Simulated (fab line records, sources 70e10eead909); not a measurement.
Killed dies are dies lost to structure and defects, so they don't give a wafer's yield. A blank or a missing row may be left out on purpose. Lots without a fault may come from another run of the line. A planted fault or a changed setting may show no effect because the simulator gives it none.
fab line records | flow nand_harc
record lots=7 wafers=21 last_day=33
route steps=1302 shown P_STI@108 P_GATE@110
lots that met no fault: from a run of the same line without faults
start_h: hours from the record's first day to the start of the lot's first wafer shown | wait_h: hours since the lot's step before | " the same as in the row above | L1.1+2: a row that stands for several wafers | - no value, or no start given | * or withheld: withheld | < > ~ a bound
route shown NAME@n: a module of which the file shows steps, and the number in the route of the first | usual: mean/standard deviation of fault-free wafers | same: alike in all rows | chamber/n: place in a boat | sites: the reading at each site | _std_site: their standard deviation | _edge_site: outer sites' mean less inner sites' | radius_mm: how far each site lies from the wafer's centre | mask NAME#n: copy n | behind: the tool/chamber that last shaped the wafer | hold: why the lot was held/for how many hours/how that ended | device: the transistor (n, p or np) that didn't switch | end of line: the same wafers' tests at the end of the route | a step without rows: its recipe alone | killed: dies lost to structure and defects at the first sort, not the wafer's yield | map: a wafer's dies, x killed, . not, _ none there
set.NAME: the setting as run; set.NAME@STEP: as run at that earlier step | model.NAME: the simulator's own value behind a step, which no gauge read
lots at some steps of the route; a table a step, a row a wafer
services: from which hour (start_h, from the record's first day; less than 0 if before it) a tool's chamber was out of use, for how many hours, and why
## steps
# step NHARC_P_STI_OXIDE_40
# recipe target_thk_a=100 temp_c=900 ox_time_s=1362 material=SiO2
# step NHARC_P_STI_INSPECT_25
# usual raw_defect_count=231/77
# columns lot.wafer tool chamber start_h wait_h raw_defect_count
L178.2 defect_inspect-01 - 162.68 0.4 179
L178.5 " - " " 220
L178.6 " - " " 223
L184.1 defect_inspect-02 - 217.12 0.4 181
L184.2 " - " " 289
L184.4 " - " " 177
L183.2 defect_inspect-01 - 217.12 0.4 189
L183.4 " - " " 256
L183.6 " - " " 364
L185.2 defect_inspect-01 - 233.71 0.4 160
L185.5 " - " " 279
L185.6 " - " " 224
L188.3 defect_inspect-02 - 258.84 0.4 233
L188.4 " - " " 178
L188.5 " - " " 358
L189.3 defect_inspect-01 - 274.52 0.4 145
L189.4 " - " " 221
L189.5 " - " " 241
L192.1 defect_inspect-02 - 299.88 0.4 262
L192.2 " - " " 391
L192.5 " - " " 431
# step NHARC_P_GATE_ETCH_69
# recipe target_depth_a=140 chemistry=dHF material=SiO2
# step NHARC_P_GATE_PRECLEAN_70
# recipe time_s=* temp_c=50 bath_age_min=0 chemistry=SC1
# step NHARC_P_GATE_SRD_01
# step NHARC_P_GATE_OXIDE_02
# recipe target_thk_a=375 temp_c=950 p_h2o_torr=720 ox_time_s=365 material=SiO2
# step NHARC_P_GATE_DEHYDRATE_03
# recipe temp_c=150 time_s=120
# step NHARC_P_GATE_HMDS_04
# recipe time_s=30
# step NHARC_P_GATE_COAT_05
# recipe spin_rpm=4690
# step NHARC_P_GATE_SOFTBAKE_06
# recipe temp_c=122 time_s=95
# step NHARC_P_GATE_EBR_07
# step NHARC_P_GATE_EXPOSE_08
# recipe na=0.6 dose_mj=16.75 mask_id=P_HV
# step NHARC_P_GATE_PEB_09
# recipe peb_temp_c=118 peb_time_s=85
# usual chill_plate_temp_C=23.03/0.11 exhaust_pa=44.8/0.82
# columns lot.wafer tool chamber start_h wait_h chill_plate_temp_C exhaust_pa
L178.2 litho_track-05 0 171.94 0.1 22.95 43.6
L178.5 " 0 " " 22.80 44.2
L178.6 " 0 " " 22.95 44.8
L184.1 litho_track-02 - 225.71 0.1 - -
L184.2 " - " " - -
L184.4 " - " " - -
L183.2 litho_track-05 - 225.87 0.1 - -
L183.4 " - " " - -
L183.6 " - " " - -
L185.2 litho_track-02 - 241.99 0.1 - -
L185.5 " - " " - -
L185.6 " - " " - -
L188.3 litho_track-07 0 267.19 0.1 22.89 44.0
L188.4 " 0 " " 22.83 43.3
L188.5 " 0 " " 23.09 44.8
L189.3 litho_track-07 0 282.65 0.1 22.83 45.4
L189.4 " 0 " " 22.98 46.1
L189.5 " 0 " " 22.85 45.0
L192.1 litho_track-02 0 308.43 0.1 23.09 43.3
L192.2 " 0 " " 23.20 44.6
L192.5 " 0 " " 23.03 44.7
# step NHARC_P_GATE_DEVELOP_10
# recipe time_s=70
## services
# columns tool chamber start_h hours kind
litho_track-02 - 227.00 7.0 pm
litho_track-07 - 251.00 7.0 pm
litho_track-05 - 299.01 7.0 pm
## key
first_sign step=NHARC_P_GATE_PEB_09 reading=tool_record direction=missing
effect none on later readings
met_at NHARC_P_GATE_PEB_09
struck_wafers L183.2,L183.4,L183.6,L184.1,L184.2,L184.4,L185.2,L185.5,L185.6
later_rows_left_out L183.2,L183.4,L183.6,L184.1,L184.2,L184.4,L185.2,L185.5,L185.6
sort_left_out L183.2,L183.4,L183.6,L184.1,L184.2,L184.4,L185.2,L185.5,L185.6
tester_left_out L183,L184,L185
onset_between 171.94 225.71
fault kind=skipped_step_whole tool=litho_track-02,litho_track-05 chamber=- onset_h=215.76 steps=NHARC_P_GATE_PEB_09 scope=struck_lots_only
# tester_left_out: of these lots the tester's yield and bins aren't shown, on N5 and GAA mostly nor the transistor test; their killed dies are dies lost to structure and defects alone, not to doping, threshold or leakage, so they don't give the yield
# sort_left_out: the simulated sort isn't trusted on such a fault, so these wafers' sort isn't shown, and their yield isn't known
# later_rows_left_out: the simulator's readings of these wafers behind a module that went badly wrong aren't trusted and aren't shown, but for the sort
